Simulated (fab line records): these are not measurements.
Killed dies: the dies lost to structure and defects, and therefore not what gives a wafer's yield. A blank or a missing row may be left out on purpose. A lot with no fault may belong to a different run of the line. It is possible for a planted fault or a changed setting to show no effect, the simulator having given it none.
What tool caused it? || flow nand-harc || 24 lots, 72 wafers sampled, at 4 steps of a route of 1159

WHAT THE GAUGES READ, wafer by wafer
NHARC_P_CONTACT_INSPECT_27.
{"lot": "L074", "measured": "day 6 05:04", "on": "defect-inspect-02", "raw-defect-count": "548 449 586"}
{"lot": "L075", "measured": "day 6 05:29", "on": "defect-inspect-01", "raw-defect-count": "375 324 378"}
{"lot": "L076", "measured": "day 6 09:11", "on": "defect-inspect-02", "raw-defect-count": "269 372 185"}
{"lot": "L077", "measured": "day 6 09:34", "on": "defect-inspect-01", "raw-defect-count": "72 289 190"}
{"lot": "L078", "measured": "day 6 18:53", "on": "defect-inspect-02", "raw-defect-count": "280 396 363"}
{"lot": "L080", "measured": "day 7 05:51", "on": "defect-inspect-01", "raw-defect-count": "243 167 342"}
{"lot": "L079", "measured": "day 7 09:27", "on": "defect-inspect-01", "raw-defect-count": "338 414 375"}
{"lot": "L082", "measured": "day 7 15:50", "on": "defect-inspect-02", "raw-defect-count": "348 272 132"}
{"lot": "L081", "measured": "day 7 16:22", "on": "defect-inspect-01", "raw-defect-count": "329 207 233"}
{"lot": "L083", "measured": "day 8 06:46", "on": "defect-inspect-01", "raw-defect-count": "391 391 401"}
{"lot": "L084", "measured": "day 8 07:51", "on": "defect-inspect-02", "raw-defect-count": "137 266 423"}
{"lot": "L088", "measured": "day 9 03:23", "on": "defect-inspect-02", "raw-defect-count": "226 286 384"}
{"lot": "L085", "measured": "day 9 04:23", "on": "defect-inspect-01", "raw-defect-count": "457 459 506"}
{"lot": "L086", "measured": "day 9 05:07", "on": "defect-inspect-01", "raw-defect-count": "211 184 181"}
{"lot": "L087", "measured": "day 9 20:35", "on": "defect-inspect-02", "raw-defect-count": "362 390 461"}
{"lot": "L089", "measured": "day 9 21:08", "on": "defect-inspect-02", "raw-defect-count": "655 683 708"}
{"lot": "L091", "measured": "day 9 21:53", "on": "defect-inspect-01", "raw-defect-count": "575 254 326"}
{"lot": "L090", "measured": "day 9 22:25", "on": "defect-inspect-02", "raw-defect-count": "89 123 134"}
{"lot": "L093", "measured": "day 10 05:53", "on": "defect-inspect-01", "raw-defect-count": "241 159 228"}
{"lot": "L092", "measured": "day 10 11:11", "on": "defect-inspect-01", "raw-defect-count": "304 283 256"}
{"lot": "L094", "measured": "day 11 10:31", "on": "defect-inspect-01", "raw-defect-count": "175 185 189"}
{"lot": "L095", "measured": "day 11 11:03", "on": "defect-inspect-02", "raw-defect-count": "406 276 349"}
{"lot": "L096", "measured": "day 11 11:35", "on": "defect-inspect-01", "raw-defect-count": "158 171 183"}
{"lot": "L097", "measured": "day 11 19:05", "on": "defect-inspect-01", "raw-defect-count": "402 289 314"}

NHARC_P_M1_CD_MEAS_16.
{"lot": "L074", "measured": "day 6 10:38", "on": "cd-sem-02", "cd-nm (nm)": "131.4 130.1 130.4"}
{"lot": "L075", "measured": "day 6 11:08", "on": "cd-sem-02", "cd-nm (nm)": "129.0 129.6 129.1"}
{"lot": "L076", "measured": "day 6 14:57", "on": "cd-sem-02", "cd-nm (nm)": "130.3 129.8 130.1"}
{"lot": "L077", "measured": "day 6 15:21", "on": "cd-sem-01", "cd-nm (nm)": "129.9 130.1 129.4"}
{"lot": "L078", "measured": "day 7 00:14", "on": "cd-sem-03", "cd-nm (nm)": "129.9 130.7 129.6"}
{"lot": "L080", "measured": "day 7 11:37", "on": "cd-sem-03", "cd-nm (nm)": "130.0 129.6 130.5"}
{"lot": "L079", "measured": "day 7 15:00", "on": "cd-sem-03", "cd-nm (nm)": "129.9 129.7 130.2"}
{"lot": "L082", "measured": "day 7 21:15", "on": "cd-sem-02", "cd-nm (nm)": "130.2 130.6 130.3"}
{"lot": "L081", "measured": "day 7 22:10", "on": "cd-sem-03", "cd-nm (nm)": "130.4 130.3 130.2"}
{"lot": "L083", "measured": "day 8 12:11", "on": "cd-sem-03", "cd-nm (nm)": "130.9 130.6 130.6"}
{"lot": "L084", "measured": "day 8 13:28", "on": "cd-sem-03", "cd-nm (nm)": "128.7 129.3 129.3"}
{"lot": "L088", "measured": "day 9 09:22", "on": "cd-sem-02", "cd-nm (nm)": "131.0 130.4 131.2"}
{"lot": "L085", "measured": "day 9 10:02", "on": "cd-sem-03", "cd-nm (nm)": "130.4 130.5 130.8"}
{"lot": "L086", "measured": "day 9 10:41", "on": "cd-sem-03", "cd-nm (nm)": "129.9 130.2 129.3"}
{"lot": "L087", "measured": "day 10 02:00", "on": "cd-sem-03", "cd-nm (nm)": "129.7 129.7 130.9"}
{"lot": "L089", "measured": "day 10 02:34", "on": "cd-sem-01", "cd-nm (nm)": "130.9 129.7 130.0"}
{"lot": "L091", "measured": "day 10 03:08", "on": "cd-sem-03", "cd-nm (nm)": "128.9 130.0 129.7"}
{"lot": "L090", "measured": "day 10 04:05", "on": "cd-sem-01", "cd-nm (nm)": "131.0 130.5 130.0"}
{"lot": "L093", "measured": "day 10 11:05", "on": "cd-sem-03", "cd-nm (nm)": "129.8 130.3 130.8"}
{"lot": "L092", "measured": "day 10 16:55", "on": "cd-sem-02", "cd-nm (nm)": "129.7 131.2 130.3"}
{"lot": "L094", "measured": "day 11 15:44", "on": "cd-sem-01", "cd-nm (nm)": "129.9 131.1 130.4"}
{"lot": "L095", "measured": "day 11 16:31", "on": "cd-sem-01", "cd-nm (nm)": "130.4 130.1 130.5"}
{"lot": "L096", "measured": "day 11 16:57", "on": "cd-sem-02", "cd-nm (nm)": "130.3 130.3 131.1"}
{"lot": "L097", "measured": "day 12 00:25", "on": "cd-sem-01", "cd-nm (nm)": "129.9 130.3 129.9"}

WHICH TOOL RAN EACH LOT (tool, then ch and the chambers of the sampled wafers, then the start)
{"lot": "L074", "NHARC_P_M0_ETCH_15": "rie-diel-05 ch 0,1,3, day 6 10:38 or earlier", "NHARC_P_M0_PRE_CLEAN_29": "pvd-sputter-02, day 6 10:38 or earlier"}
{"lot": "L075", "NHARC_P_M0_ETCH_15": "rie-diel-05 ch 0,1,3, day 6 11:08 or earlier", "NHARC_P_M0_PRE_CLEAN_29": "pvd-sputter-03, day 6 11:08 or earlier"}
{"lot": "L076", "NHARC_P_M0_ETCH_15": "rie-diel-05 ch 0,1,3, day 6 14:57 or earlier", "NHARC_P_M0_PRE_CLEAN_29": "pvd-sputter-01, day 6 14:57 or earlier"}
{"lot": "L077", "NHARC_P_M0_ETCH_15": "rie-diel-06 ch 0,1,2, day 6 15:21 or earlier", "NHARC_P_M0_PRE_CLEAN_29": "pvd-sputter-03, day 6 15:21 or earlier"}
{"lot": "L078", "NHARC_P_M0_ETCH_15": "rie-diel-09 ch 2,3, day 7 00:14 or earlier", "NHARC_P_M0_PRE_CLEAN_29": "pvd-sputter-02, day 7 00:14 or earlier"}
{"lot": "L080", "NHARC_P_M0_ETCH_15": "rie-diel-05 ch 0,2, day 7 11:37 or earlier", "NHARC_P_M0_PRE_CLEAN_29": "pvd-sputter-02, day 7 11:37 or earlier"}
{"lot": "L079", "NHARC_P_M0_ETCH_15": "rie-diel-05 ch 1,2, day 7 15:00 or earlier", "NHARC_P_M0_PRE_CLEAN_29": "pvd-sputter-02, day 7 15:00 or earlier"}
{"lot": "L082", "NHARC_P_M0_ETCH_15": "rie-diel-09 ch 0,2,3, day 7 21:15 or earlier", "NHARC_P_M0_PRE_CLEAN_29": "pvd-sputter-01, day 7 21:15 or earlier"}
{"lot": "L081", "NHARC_P_M0_ETCH_15": "rie-diel-05 ch 0,3, day 7 22:10 or earlier", "NHARC_P_M0_PRE_CLEAN_29": "pvd-sputter-02, day 7 22:10 or earlier"}
{"lot": "L083", "NHARC_P_M0_ETCH_15": "rie-diel-09 ch 0,1,3, day 8 12:11 or earlier", "NHARC_P_M0_PRE_CLEAN_29": "pvd-sputter-02, day 8 12:11 or earlier"}
{"lot": "L084", "NHARC_P_M0_ETCH_15": "rie-diel-09 ch 0,1,3, day 8 13:28 or earlier", "NHARC_P_M0_PRE_CLEAN_29": "pvd-sputter-02, day 8 13:28 or earlier"}
{"lot": "L088", "NHARC_P_M0_ETCH_15": "rie-diel-05 ch 0,1, day 9 09:22 or earlier", "NHARC_P_M0_PRE_CLEAN_29": "pvd-sputter-01, day 9 09:22 or earlier"}
{"lot": "L085", "NHARC_P_M0_ETCH_15": "rie-diel-05 ch 0,3, day 9 10:02 or earlier", "NHARC_P_M0_PRE_CLEAN_29": "pvd-sputter-02, day 9 10:02 or earlier"}
{"lot": "L086", "NHARC_P_M0_ETCH_15": "rie-diel-09 ch 0,1,2, day 9 10:41 or earlier", "NHARC_P_M0_PRE_CLEAN_29": "pvd-sputter-03, day 9 10:41 or earlier"}
{"lot": "L087", "NHARC_P_M0_ETCH_15": "rie-diel-06 ch 1,3, day 10 02:00 or earlier", "NHARC_P_M0_PRE_CLEAN_29": "pvd-sputter-03, day 10 02:00 or earlier"}
{"lot": "L089", "NHARC_P_M0_ETCH_15": "rie-diel-06 ch 0,1,3, day 10 02:34 or earlier", "NHARC_P_M0_PRE_CLEAN_29": "pvd-sputter-01, day 10 02:34 or earlier"}
{"lot": "L091", "NHARC_P_M0_ETCH_15": "rie-diel-05 ch 0,1,2, day 10 03:08 or earlier", "NHARC_P_M0_PRE_CLEAN_29": "pvd-sputter-03, day 10 03:08 or earlier"}
{"lot": "L090", "NHARC_P_M0_ETCH_15": "rie-diel-05 ch 2,3, day 10 04:05 or earlier", "NHARC_P_M0_PRE_CLEAN_29": "pvd-sputter-03, day 10 04:05 or earlier"}
{"lot": "L093", "NHARC_P_M0_ETCH_15": "rie-diel-05 ch 0,3, day 10 11:05 or earlier", "NHARC_P_M0_PRE_CLEAN_29": "pvd-sputter-03, day 10 11:05 or earlier"}
{"lot": "L092", "NHARC_P_M0_ETCH_15": "rie-diel-06 ch 1,2,3, day 10 16:55 or earlier", "NHARC_P_M0_PRE_CLEAN_29": "pvd-sputter-01, day 10 16:55 or earlier"}
{"lot": "L094", "NHARC_P_M0_ETCH_15": "rie-diel-05 ch 0,2,3, day 11 15:44 or earlier", "NHARC_P_M0_PRE_CLEAN_29": "pvd-sputter-03, day 11 15:44 or earlier"}
{"lot": "L095", "NHARC_P_M0_ETCH_15": "rie-diel-06 ch 1,2,3, day 11 16:31 or earlier", "NHARC_P_M0_PRE_CLEAN_29": "pvd-sputter-01, day 11 16:31 or earlier"}
{"lot": "L096", "NHARC_P_M0_ETCH_15": "rie-diel-05 ch 1,2,3, day 11 16:57 or earlier", "NHARC_P_M0_PRE_CLEAN_29": "pvd-sputter-03, day 11 16:57 or earlier"}
{"lot": "L097", "NHARC_P_M0_ETCH_15": "rie-diel-05 ch 0,1,3, day 12 00:25 or earlier", "NHARC_P_M0_PRE_CLEAN_29": "pvd-sputter-01, day 12 00:25 or earlier"}
- NHARC_P_M0_ETCH_15: etches the open film in C4F8/Ar, target depth 150 nm, overetch 15 nm, time 82.5 s.
- NHARC_P_M0_PRE_CLEAN_29: time 30 s.

WHAT THE TOOLS THEMSELVES READ (means of the sampled wafers that have a number; where no wafer has one, the mark that the record gives instead)
NHARC_P_M0_ETCH_15.
{"lot": "L074", "tool": "rie-diel-05", "oes-product-au (a.u.)": 0.929, "rf-vpp-V (V)": 441.4}
{"lot": "L075", "tool": "rie-diel-05", "oes-product-au (a.u.)": 0.928, "rf-vpp-V (V)": 442.0}
{"lot": "L076", "tool": "rie-diel-05", "oes-product-au (a.u.)": 0.964, "rf-vpp-V (V)": 441.3}
{"lot": "L077", "tool": "rie-diel-06", "oes-product-au (a.u.)": 0.965, "rf-vpp-V (V)": 443.4}
{"lot": "L078", "tool": "rie-diel-09", "oes-product-au (a.u.)": 0.969, "rf-vpp-V (V)": 441.2}
{"lot": "L080", "tool": "rie-diel-05", "oes-product-au (a.u.)": 0.920, "rf-vpp-V (V)": 443.2}
{"lot": "L079", "tool": "rie-diel-05", "oes-product-au (a.u.)": 0.916, "rf-vpp-V (V)": 438.1}
{"lot": "L082", "tool": "rie-diel-09", "oes-product-au (a.u.)": 0.945, "rf-vpp-V (V)": 441.1}
{"lot": "L081", "tool": "rie-diel-05", "oes-product-au (a.u.)": 0.960, "rf-vpp-V (V)": 444.7}
{"lot": "L083", "tool": "rie-diel-09", "oes-product-au (a.u.)": 0.975, "rf-vpp-V (V)": 442.6}
{"lot": "L084", "tool": "rie-diel-09", "oes-product-au (a.u.)": 0.982, "rf-vpp-V (V)": 442.5}
{"lot": "L088", "tool": "rie-diel-05", "oes-product-au (a.u.)": 0.919, "rf-vpp-V (V)": 440.8}
{"lot": "L085", "tool": "rie-diel-05", "oes-product-au (a.u.)": 0.932, "rf-vpp-V (V)": 444.9}
{"lot": "L086", "tool": "rie-diel-09", "oes-product-au (a.u.)": 0.934, "rf-vpp-V (V)": 442.7}
{"lot": "L087", "tool": "rie-diel-06", "oes-product-au (a.u.)": 0.966, "rf-vpp-V (V)": 440.4}
{"lot": "L089", "tool": "rie-diel-06", "oes-product-au (a.u.)": 0.969, "rf-vpp-V (V)": 441.9}
{"lot": "L091", "tool": "rie-diel-05", "oes-product-au (a.u.)": 0.972, "rf-vpp-V (V)": 439.9}
{"lot": "L090", "tool": "rie-diel-05", "oes-product-au (a.u.)": 0.971, "rf-vpp-V (V)": 440.1}
{"lot": "L093", "tool": "rie-diel-05", "oes-product-au (a.u.)": 0.928, "rf-vpp-V (V)": 442.9}
{"lot": "L092", "tool": "rie-diel-06", "oes-product-au (a.u.)": 0.972, "rf-vpp-V (V)": 440.9}
{"lot": "L094", "tool": "rie-diel-05", "oes-product-au (a.u.)": 0.965, "rf-vpp-V (V)": 441.8}
{"lot": "L095", "tool": "rie-diel-06", "oes-product-au (a.u.)": 0.965, "rf-vpp-V (V)": 440.7}
{"lot": "L096", "tool": "rie-diel-05", "oes-product-au (a.u.)": 0.973, "rf-vpp-V (V)": 438.9}
{"lot": "L097", "tool": "rie-diel-05", "oes-product-au (a.u.)": 0.966, "rf-vpp-V (V)": 441.5}

NHARC_P_M0_PRE_CLEAN_29.
{"lot": "L074", "tool": "pvd-sputter-02", "heater-power-w (W)": 395}
{"lot": "L075", "tool": "pvd-sputter-03", "heater-power-w (W)": 451}
{"lot": "L076", "tool": "pvd-sputter-01", "heater-power-w (W)": 424}
{"lot": "L077", "tool": "pvd-sputter-03", "heater-power-w (W)": 464}
{"lot": "L078", "tool": "pvd-sputter-02", "heater-power-w (W)": 400}
{"lot": "L080", "tool": "pvd-sputter-02", "heater-power-w (W)": 393}
{"lot": "L079", "tool": "pvd-sputter-02", "heater-power-w (W)": 409}
{"lot": "L082", "tool": "pvd-sputter-01", "heater-power-w (W)": 441}
{"lot": "L081", "tool": "pvd-sputter-02", "heater-power-w (W)": 401}
{"lot": "L083", "tool": "pvd-sputter-02", "heater-power-w (W)": 404}
{"lot": "L084", "tool": "pvd-sputter-02", "heater-power-w (W)": 406}
{"lot": "L088", "tool": "pvd-sputter-01", "heater-power-w (W)": 448}
{"lot": "L085", "tool": "pvd-sputter-02", "heater-power-w (W)": 403}
{"lot": "L086", "tool": "pvd-sputter-03", "heater-power-w (W)": 506}
{"lot": "L087", "tool": "pvd-sputter-03", "heater-power-w (W)": 454}
{"lot": "L089", "tool": "pvd-sputter-01", "heater-power-w (W)": 448}
{"lot": "L091", "tool": "pvd-sputter-03", "heater-power-w (W)": 496}
{"lot": "L090", "tool": "pvd-sputter-03", "heater-power-w (W)": 470}
{"lot": "L093", "tool": "pvd-sputter-03", "heater-power-w (W)": 509}
{"lot": "L092", "tool": "pvd-sputter-01", "heater-power-w (W)": 438}
{"lot": "L094", "tool": "pvd-sputter-03", "heater-power-w (W)": 561}
{"lot": "L095", "tool": "pvd-sputter-01", "heater-power-w (W)": 452}
{"lot": "L096", "tool": "pvd-sputter-03", "heater-power-w (W)": 508}
{"lot": "L097", "tool": "pvd-sputter-01", "heater-power-w (W)": 422}

THE ANSWER, worked out from the rows above alone
Rule: what is usual is taken from the lots themselves. The widest of any qualifying gaps counts: lots, ordered by their means at a reading, are off when they make up no more than a third of the lots, leave a main group of 4 or more, and stand apart from it by 3 or more times the standard deviation of that group's means. Not used: any main group whose means are identical at the precision the tables above print for the reading. A lot without any number at a reading at which 4 lots or more have one is off too. Any other lot the step has rows for is counted as sound. The gauges are gone through in route order, then the tools' own readings, and for those a lot's mean is taken as printed above. The first step at which some lot is off is used, and at that step the reading that is off furthest; a lot without a number counts as furthest.
Nothing can be told from this: no lot is off at any reading shown.

WHAT THE SIMULATOR HAD INSERTED
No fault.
